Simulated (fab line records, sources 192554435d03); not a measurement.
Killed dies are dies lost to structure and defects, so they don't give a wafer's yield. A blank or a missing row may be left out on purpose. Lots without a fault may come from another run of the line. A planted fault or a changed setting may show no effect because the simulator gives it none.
Split-lot experiment | flow n5_finfet | 7 lots, 21 wafers read, on a route of 1938 steps

THE SPLIT
At N5_BEOL_M11_VIA_ETCH_34 (etches SiCOH lowk in C4F6/O2, target depth 184.5 nm, time 69.2 s), the setting time_s was moved away from the recipe's 69.2 s on 2 of the 21 wafers read, by -19.5% to +6.4%. The other wafers ran this setting at the recipe's value.

The reading is taken at the split's own step.

THE READING
SOC_of_BEOL_M11_COAT_63.thk_nm (the simulator's own value, which no gauge read), in nm, at N5_BEOL_M11_VIA_ETCH_34 (etches SiCOH lowk in C4F6/O2, target depth 184.5 nm, time 69.2 s). The file gives no usual value for it. The 19 wafers here that ran the recipe average 92.1 nm, standard deviation 0.24 nm.

wafer  | tool, chamber at the split | time_s as run, s | against the recipe | SOC_of_BEOL_M11_COAT_63.thk_nm, nm | against lot-mates on the recipe
L075.2 | rie_diel-05, 1             | 69.2             | recipe             | 92.2                               | -
L075.4 | rie_diel-05, 3             | 73.65            | +6.4%              | 91.6                               | -0.7
L075.6 | rie_diel-05, 3             | 69.2             | recipe             | 92.4                               | -
L076.2 | rie_diel-05, 3             | 69.2             | recipe             | 91.8                               | -
L076.4 | rie_diel-05, 1             | 69.2             | recipe             | 92                                 | -
L076.6 | rie_diel-05, 0             | 69.2             | recipe             | 91.8                               | -
L079.1 | rie_diel-03, 0             | 69.2             | recipe             | 91.8                               | -
L079.4 | rie_diel-03, 2             | 69.2             | recipe             | 92                                 | -
L079.6 | rie_diel-03, 0             | 69.2             | recipe             | 91.8                               | -
L083.2 | rie_diel-05, 0             | 69.2             | recipe             | 92                                 | -
L083.4 | rie_diel-05, 2             | 69.2             | recipe             | 92.2                               | -
L083.5 | rie_diel-05, 2             | 69.2             | recipe             | 92.4                               | -
L087.1 | rie_diel-05, 3             | 69.2             | recipe             | 92                                 | -
L087.5 | rie_diel-05, 0             | 69.2             | recipe             | 91.8                               | -
L087.6 | rie_diel-05, 1             | 69.2             | recipe             | 92                                 | -
L092.1 | rie_diel-05, 1             | 69.2             | recipe             | 92.4                               | -
L092.5 | rie_diel-05, 1             | 69.2             | recipe             | 92.6                               | -
L092.6 | rie_diel-05, 0             | 55.74            | -19.5%             | 94                                 | +1.5
L096.2 | rie_diel-05, 1             | 69.2             | recipe             | 92                                 | -
L096.3 | rie_diel-05, 2             | 69.2             | recipe             | 92                                 | -
L096.4 | rie_diel-05, 0             | 69.2             | recipe             | 91.8                               | -

THE FIT
A straight line over all 21 wafers: SOC_of_BEOL_M11_COAT_63.thk_nm changes by -0.0968 nm for each +1% of time_s; r = -0.88; the points scatter about the line by 0.24 nm.
The same after taking each lot's own level away (the mean of its wafers on the recipe; 21 wafers): -0.0806 nm for each +1%; r = -0.95; scatter 0.12 nm.
On that fit, the largest move of time_s shifts the reading by 1.6 nm.
The lots' own levels span 91.87 to 92.50 nm, that is 2.6 times the standard deviation above.
So the lot-to-lot level changes the slope: the two fits differ.
Check: with one of the wafers moved furthest among these (-19.5%) left out of the fit, the line predicts +2.12 nm for it against its lot-mates. It came out at +1.5 nm against them.

OTHER SPLITS ON THESE WAFERS
These wafers also went through other splits before the reading. Each is held against what the fit with the lots' levels taken away leaves over:
other split on the same wafers     | wafers away from the commonest value | r with SOC_of_BEOL_M11_COAT_63.thk_nm (lot level and that fit taken away)
N5_BEOL_M9_ETCH_66 time_s          | 9                                    | +0.47
N5_BEOL_M9_TRENCH_ETCH_37 bias_w   | 6                                    | +0.10
N5_BEOL_M10_PECVD_70 temp_c        | 4                                    | -0.31
N5_BEOL_M10_COAT_60 spin_rpm       | 8                                    | +0.18
N5_BEOL_M11_PECVD_70 time_s        | 7                                    | -0.19
N5_BEOL_M11_HM_DEP_02 target_thk_a | 5                                    | -0.23

THE WHOLE CHAIN: every reading that the file lists as answering this split, in the file's order
step                    | what it does                                                     | reading                                                                         | change (the file's fit)                | r (the file's)
N5_BEOL_M11_VIA_ETCH_34 | etches SiCOH lowk in C4F6/O2, target depth 184.5 nm, time 69.2 s | etch.depth_nm (the simulator's own value, which no gauge read)                  | +2.08 nm for each +1% of the setting   | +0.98
N5_BEOL_M11_VIA_ETCH_34 | etches SiCOH lowk in C4F6/O2, target depth 184.5 nm, time 69.2 s | SOC_of_BEOL_M11_COAT_63.thk_nm (the simulator's own value, which no gauge read) | -0.0802 nm for each +1% of the setting | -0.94

THE FILE'S OWN FIT
SOC_of_BEOL_M11_COAT_63.thk_nm changes by -0.0802 nm for each +1% of time_s, r = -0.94.
